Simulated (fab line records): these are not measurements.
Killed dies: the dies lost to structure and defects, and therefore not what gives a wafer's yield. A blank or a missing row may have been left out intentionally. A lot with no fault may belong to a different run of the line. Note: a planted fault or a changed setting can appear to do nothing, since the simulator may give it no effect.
Matching of chambers ; flow n5Finfet ; aldSin-02 running N5_FIN_SAQP_SPACER2_ALD_28: 4 sister chambers
The step deposits SiO2, target thk 8.1 nm, pulse time 1 s, purge time 2 s. 4 wafers are shown with their chamber, then 10 later ones without.

## EACH WAFER AND ITS CHAMBER
wafer;chamber;heaterPowerW (W)
L080.3;0;450
L089.5;3;492
L092.2;2;468
L092.4;1;458

## WAFERS WITHOUT THEIR CHAMBER
wafer;heaterPowerW (W)
L092.5;472
L094.2;451
L094.3;482
L094.5;500
L096.1;454
L096.4;510
L096.6;443
L097.3;495
L097.4;460
L097.6;460

## THE CHAMBER EACH PASSED THROUGH
wafer;from the rows above;in truth
L092.5;can't be placed: 2 or 1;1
L094.2;can't be placed: 0 or 1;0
L094.3;can't be placed: 3 or 2 or 1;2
L094.5;3;3
L096.1;can't be placed: 0 or 1 or 2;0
L096.4;3;3
L096.6;can't be placed: 0 or 1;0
L097.3;3;3
L097.4;can't be placed: 1 or 2 or 0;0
L097.6;can't be placed: 1 or 2 or 0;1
Correctly placed: 3 of 10. Cannot be placed on the basis of these rows: 7; the candidates contain the true chamber in 7. Wrongly placed: 0.
How it was worked out, from the rows above alone: a wafer's distance from a chamber is the root of the sum, over the readings, of the square of ((its reading less the chamber's mean) divided by the reading's scatter). The wafer belongs to the nearest chamber; if the next one is less than 2 further off, it can't be placed. A chamber's mean is the mean of its shown wafers. The scatter (one wafer shown for each chamber): square how far every hidden wafer sits from the nearest shown wafer, average those squares and take the square root.
